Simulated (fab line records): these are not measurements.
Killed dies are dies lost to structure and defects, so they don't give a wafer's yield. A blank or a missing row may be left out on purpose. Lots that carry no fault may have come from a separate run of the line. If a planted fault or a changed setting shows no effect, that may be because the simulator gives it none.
Comparing a struck lot with a sound one    flow nand_harc    14 out of 1302 route steps
Sound: these wafers, L794.2, L794.3, L794.4. The struck wafers were L809.3, L809.4, L809.5. The cause comes at the end.
At each step with rows: each side's tool, then ch and its chambers, then its first start. Under that, the readings that differ: sound wafers    struck wafers    difference of the means    sigmas: that difference in standard deviations of wafers without a fault.
alike: readings whose means differ by less than 2 such deviations, and words and numbers that are the same on both sides. not compared: withheld readings, readings that some wafer has no value for, bounds like >300 that may hide the same value, and numbers for which the record gives no deviation and whose values overlap.
The two part at a step that has a row with sigmas, a row that says differs or no value, or rows on one side only. Non-overlapping numbers with no deviation appear without sigmas and do not part them. A reading missing from all wafers of one side parts the sides only when that side holds two or more wafers.

NHARC_THIN_TSV_CMP_21: polishes, t overpolish 30 s, target thk 2000 nm.
  sound on cmp-01 ch 0,1,3, day 24 07:53; struck on cmp-01 ch 1,2,3, day 30 01:35
  alike: motor_current_A, overpolish_run_s
after that, 1 step had no rows for these wafers: NHARC_THIN_TSV_SRD_23.
NHARC_THIN_TSV_DEGAS_53: time 60 s.
  sound: pvd_sputter-01 at day 24 08:21; struck: pvd_sputter-03 at day 30 01:59
  alike: heater_power_w
NHARC_THIN_TSV_PRE_CLEAN_54: time 30 s.
  sound: pvd_sputter-01 at day 24 08:25; struck: pvd_sputter-03 at day 30 02:04
  alike: heater_power_w
then, 7 steps without rows for these wafers: NHARC_THIN_TSV_PVD_55 (deposits TiN, target thk 50 nm); NHARC_THIN_TSV_PVD_24 (deposits Al, target thk 800 nm); NHARC_THIN_TSV_DEHYDRATE_25 (time 120 s); NHARC_THIN_TSV_HMDS_26 (time 30 s); NHARC_THIN_TSV_COAT_27; NHARC_THIN_TSV_SOFTBAKE_28 (time 95 s); NHARC_THIN_TSV_EBR_29.
NHARC_THIN_TSV_EXPOSE_30: exposes mask PAD.
  sound on krf_scanner-01 ch 0, day 24 09:20; struck on krf_scanner-01 ch 0, day 30 02:59
reading                           sound                 struck             difference  sigmas
model.THIN_TSV.overlay_x_nm (nm)  0.1062 0.1062 0.1062  34.08 34.08 34.08  +33.97      
  alike: mask
then, 1 step without rows for these wafers: NHARC_THIN_TSV_PEB_31 (peb time 85 s).
NHARC_END_SORT_01:
  sound on prober-01 ch 0, day 24 21:17; struck on prober-02 ch 0, day 30 19:53
  alike: defect_limited_yield, killed_at_array, killed_at_other, killed_at_periphery, killed_dies, killed_open, killed_short, sort_bin_2_pct, sort_bin_3_pct, sort_bin_4_pct, sort_n_pass, sort_rim_yield_pct, sort_yield_pct

== WHERE THEY PART ==
Nowhere in this record.

WHY: what the simulator had put in
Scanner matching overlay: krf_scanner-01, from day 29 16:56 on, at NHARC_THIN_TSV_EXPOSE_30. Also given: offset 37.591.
